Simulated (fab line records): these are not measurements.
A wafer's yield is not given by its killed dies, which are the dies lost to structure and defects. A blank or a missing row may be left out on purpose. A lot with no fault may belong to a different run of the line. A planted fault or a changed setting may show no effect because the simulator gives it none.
A lot that was struck, set against a sound lot ; flow n5 finfet ; 16 steps out of a route of 1938
Sound: the wafers L882.2, L882.3, L882.5. The struck wafers were L881.1, L881.2, L881.5. At the end, the cause is stated.
At each step with rows: each side's tool, then ch and its chambers, then its first start. Under that, the readings that differ: sound wafers ; struck wafers ; difference of the means ; sigmas: that difference in standard deviations of wafers without a fault.
alike: readings with means less than 2 such deviations apart, plus words and numbers identical on both sides. not compared: withheld readings, readings lacking a value on some wafer, bounds such as >300 that could conceal the same value, and numbers that have no deviation in the record and whose values overlap.
Wherever a step has rows on one side only, a row that says differs or no value, or a row with sigmas, the two part there. Non-overlapping numbers with no deviation appear without sigmas and do not part them. A reading that every wafer of one side lacks parts them only if that side has two wafers or more.

first, 1 step without rows for these wafers: N5_BEOL_M1_SPUTTER_79 (material Cu, target thk 4.5 nm, time 8.29 s).
N5_BEOL_M1_ANNEAL_80: time 240 s.
  sound: pvd sputter-03 at day 10 16:53; struck: pvd sputter-01 at day 10 15:21
  alike: heater power w
then, 3 steps without rows for these wafers: N5_BEOL_M1_SPUTTER_81 (material Cu, target thk 4.5 nm, time 8.29 s); N5_BEOL_M1_ANNEAL_82 (time 240 s); N5_BEOL_M1_SPUTTER_86 (material Cu, target thk 4.5 nm, time 8.29 s).
N5_BEOL_M1_ANNEAL_87: time 240 s.
  sound: pvd sputter-03 at day 10 17:19; struck: pvd sputter-01 at day 10 15:47
  alike: heater power w
then, 2 steps without rows for these wafers: N5_BEOL_M1_SPUTTER_88 (material Cu, target thk 4.5 nm, time 8.29 s); N5_BEOL_M1_ANNEAL_89 (time 240 s).
N5_BEOL_M1_SPUTTER_90: material Cu, target thk 4.5 nm, time 8.29 s.
  sound: pvd sputter-03 at day 10 17:41; struck: pvd sputter-01 at day 10 16:09
reading;sound;struck;difference;sigmas
throttle valve pct (%);30.7 32.1 32.2;30.6 28.5 28.5;-2.5;-3
  alike: chamber pressure pa, chuck gas flow sccm
N5_BEOL_M1_ANNEAL_91: time 240 s.
  sound: pvd sputter-03 at day 10 17:46; struck: pvd sputter-01 at day 10 16:14
  alike: heater power w
then, 1 step without rows for these wafers: N5_BEOL_M1_SPUTTER_92 (material Cu, target thk 4.5 nm, time 8.29 s).
N5_BEOL_M1_ANNEAL_93: time 240 s.
  sound: pvd sputter-03 at day 10 17:59; struck: pvd sputter-01 at day 10 16:27
  alike: heater power w
N5_BEOL_M1_SPUTTER_94: material Cu, target thk 4.5 nm, time 8.29 s.
  sound: pvd sputter-03 at day 10 18:07; struck: pvd sputter-01 at day 10 16:35
  no value came back on the struck wafers for chamber pressure pa (Pa), chuck gas flow sccm (sccm), throttle valve pct (%); on the sound wafers chamber pressure pa (Pa) reads 0.06998 0.0699 0.06998
then, 1 step without rows for these wafers: N5_BEOL_M1_ANNEAL_95 (time 240 s).
N5_BEOL_M4_RC_MEAS_101:
  sound on prober-02 ch 0, day 12 10:10; struck on prober-01 ch 0, day 12 05:40
  alike: DIBL_N, DIBL_P, IOFF_N, IOFF_P, ION_N, ION_P, SS_N, SS_P, VT_N, VT_P
-- a jump in the record: the struck wafers' starts before and after are 4 days apart (it breaks off in module BEOL_M4 and resumes in module PASSIVATION, where the first step shown is number 1936 of the route) --
N5_PASSIVATION_PROBE_49:
  sound: prober-02 at day 17 01:59; struck: prober-01 at day 16 12:32
reading;sound;struck;difference;sigmas
killed_at_M0_to_M3;13 26 27;32 62 78;+35;+3
  alike: defect limited yield, killed_at_M4_up, killed at contacts, killed at front end, killed at other, killed dies, killed open, killed short, sort_bin_5_function, sort_bin_6_memory, sort_bin_8_speed, sort n pass, sort yield pct

WHERE THEY PART
First at N5_BEOL_M1_SPUTTER_90; last, within this record, at N5_PASSIVATION_PROBE_49.

WHY: what the simulator had put in
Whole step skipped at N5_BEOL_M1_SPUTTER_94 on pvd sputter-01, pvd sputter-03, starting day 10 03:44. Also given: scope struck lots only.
